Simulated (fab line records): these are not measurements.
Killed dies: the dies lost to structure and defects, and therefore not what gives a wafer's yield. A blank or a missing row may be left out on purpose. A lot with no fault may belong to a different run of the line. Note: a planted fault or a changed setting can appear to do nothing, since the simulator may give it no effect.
One fault through the eyes of 2 desks ; flow n5 finfet ; each desk has only its own numbers; what lay behind them comes last

== THE TOOL OWNER'S DESK: rie diel-02 ==
The tool's own readings at N5_MOL_CONTACT_COAG_ETCH_91 (etches SOC in N2/H2, target depth 60 nm, overetch 21 nm, time 101.2 s): means of the sampled wafers that have a number, for each lot that ran on this tool. If a lot's mean is further than 4 standard deviations from the usual mean, the lot is out of limits and carries the mark OUT (the distance appears in the brackets).
Columns: A = bias w at N5_MOL_CONTACT_COAG_ETCH_91, usual 150.0 W; B = chamber pressure mTorr at N5_MOL_CONTACT_COAG_ETCH_91, usual 29.997 mTorr; C = drypump motor current A at N5_MOL_CONTACT_COAG_ETCH_91, usual 5.6 A; D = oes product au at N5_MOL_CONTACT_COAG_ETCH_91, usual 0.69 a.u.; E = rf vpp V at N5_MOL_CONTACT_COAG_ETCH_91, usual 524.5 V; F = showerhead plenum p Torr at N5_MOL_CONTACT_COAG_ETCH_91, usual 2.57 Torr; G = throttle valve pct at N5_MOL_CONTACT_COAG_ETCH_91, usual 17.73 %
lot;first seen here;A;B;C;D;E;F;G
L522;day 5 21:55;149.5;29.978;5.3;0.72;525.1;2.55;17.54
L530;day 8 01:40;150.2;29.987;5.7;0.71;525.2;2.59;17.52
L539;day 10 01:51;150.2;29.986;5.1;0.69;522.9;2.50;17.73
L541;day 10 15:13;149.6;30.007;5.1;0.68;522.5;2.49;17.70
L542;day 10 19:49;150.2;29.984;5.4;0.67;525.1;2.58;17.72
Finding of this desk: none of the 5 lots has anything out of limits.

== AT THE METROLOGY DESK ==
Lot by lot, what the gauges showed, no matter which tool ran the lot: averages of those sampled wafers that carry a number. If a lot's mean is further than 4 standard deviations from the usual mean, the lot is out of limits and carries the mark OUT (the distance appears in the brackets). It has 12 readings; the 7 that lie furthest out on some lot are the ones shown.
Columns: A = VG_OVL at N5_MOL_CONTACT_COAG_OVL_MEAS_85, usual 0.0 nm; B = cd nm at N5_MOL_CONTACT_COAG_CD_MEAS_137, usual 15.8 nm; C = IOFF_P at N5_BEOL_M4_RC_MEAS_101, usual 0.21 nA/um; D = ION_N at N5_BEOL_M4_RC_MEAS_101, usual 675 uA/um; E = ION_P at N5_BEOL_M4_RC_MEAS_101, usual 464 uA/um; F = VT_N at N5_BEOL_M4_RC_MEAS_101, usual 249 mV; G = VT_P at N5_BEOL_M4_RC_MEAS_101, usual -250 mV
lot;first seen here;A;B;C;D;E;F;G
L520;day 5 14:13;0.3;15.9;0.19;667;455;251;-251
L522;day 5 21:07;0.1;16.2;0.22;664;460;251;-247
L530;day 8 01:13;1.4;15.7;0.28;690;472;246;-242
L532;day 8 09:11;0.4;-;-;-;-;-;-
L533;day 8 15:56;0.5;-;-;-;-;-;-
L539;day 10 01:25;0.0;15.9;0.28;693;479;246;-242
L541;day 10 14:46;0.0;16.0;0.31;684;478;246;-242
L542;day 10 19:23;0.5;15.6;0.23;683;470;246;-247
Finding of this desk: none of the 8 lots has anything out of limits.

== PUT TOGETHER ==
Nothing out of limits was seen by the tool owner's desk.
At the metrology desk, nothing out of limits was observed.

== WHAT THE SIMULATOR HAD INSERTED ==
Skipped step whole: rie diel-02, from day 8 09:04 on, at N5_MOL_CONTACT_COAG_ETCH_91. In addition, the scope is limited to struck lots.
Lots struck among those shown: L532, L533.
